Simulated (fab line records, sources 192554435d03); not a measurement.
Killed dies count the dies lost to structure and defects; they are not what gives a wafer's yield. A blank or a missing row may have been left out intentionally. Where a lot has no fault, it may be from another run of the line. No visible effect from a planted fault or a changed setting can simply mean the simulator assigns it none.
Lot-split experiment	flow n5 finfet	21 wafers read across 7 lots, on a route 1938 steps long

THE SPLIT ITSELF
At N5_BEOL_M10_PEB_26 (peb time 60 s), the setting peb time s was moved away from the recipe's 60 s on 9 of the 21 wafers read, by -22.3% to +21.0%. This setting was run at the recipe's value on the other wafers.

BETWEEN THE SPLIT AND THE READING: the file shows 1 step in between
- N5_BEOL_M10_DEVELOP_27: develop time 30 s

THE READING
Shown in nm: cd nm at N5_BEOL_M10_CD_MEAS_28, with target cd 70 nm. A value of 70.2 nm with a standard deviation of 0.85 nm is what fault-free wafers of this fab line usually give.

wafer	tool, chamber at the split	peb time s as run, s	against the recipe	cd nm, nm	against lot-mates on the recipe
L075.1	litho track-01, 0	54.85	-8.6%	65.8	-3.5
L075.2	litho track-01, 0	60	recipe	68.8	-
L075.3	litho track-01, 0	60	recipe	69.8	-
L076.2	litho track-01, 0	60	recipe	68.0	-
L076.3	litho track-01, 0	60	recipe	69.6	-
L076.6	litho track-01, 0	72.6	+21.0%	77.7	+8.9
L077.1	litho track-05, 0	69.75	+16.3%	77.1	+6.7
L077.5	litho track-05, 0	69.75	+16.3%	77.3	+6.9
L077.6	litho track-05, 0	60	recipe	70.4	-
L081.4	litho track-02, 0	60	recipe	70.0	-
L081.5	litho track-02, 0	60	recipe	70.7	-
L081.6	litho track-02, 0	53.33	-11.1%	65.2	-5.1
L080.1	litho track-05, 0	60	recipe	71.3	-
L080.3	litho track-05, 0	60	recipe	71.1	-
L080.6	litho track-05, 0	60	recipe	70.6	-
L084.1	litho track-01, 0	69.11	+15.2%	76.8	+5.8
L084.5	litho track-01, 0	69.11	+15.2%	77.8	+6.8
L084.6	litho track-01, 0	60	recipe	71.0	-
L092.2	litho track-01, 0	46.63	-22.3%	58.2	-11.2
L092.3	litho track-01, 0	46.63	-22.3%	58.2	-11.2
L092.4	litho track-01, 0	60	recipe	69.4	-

FIT RESULTS
A straight line over all 21 wafers: cd nm changes by +0.472 nm for each +1% of peb time s; r = +0.98; the points scatter about the line by 1 nm.
The same after taking each lot's own level away (the mean of its wafers on the recipe; 21 wafers): +0.454 nm for each +1%; r = +0.99; scatter 0.56 nm.
The reading moves by 10 nm for the largest change in peb time s, on that fit.
The lots' own levels span 68.80 to 71.00 nm, that is 2.6 times the standard deviation above.
The two slopes are in agreement: the lot-to-lot level therefore moves the slope only a little.
Check: for one of the wafers moved furthest among these (-22.3%), held out of the fit, the line's prediction against its lot-mates is -10.1 nm. Against them it came out at -11.2 nm.

FILE'S OWN FIT
cd nm changes by +0.446 nm for each +1% of peb time s, r = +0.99.
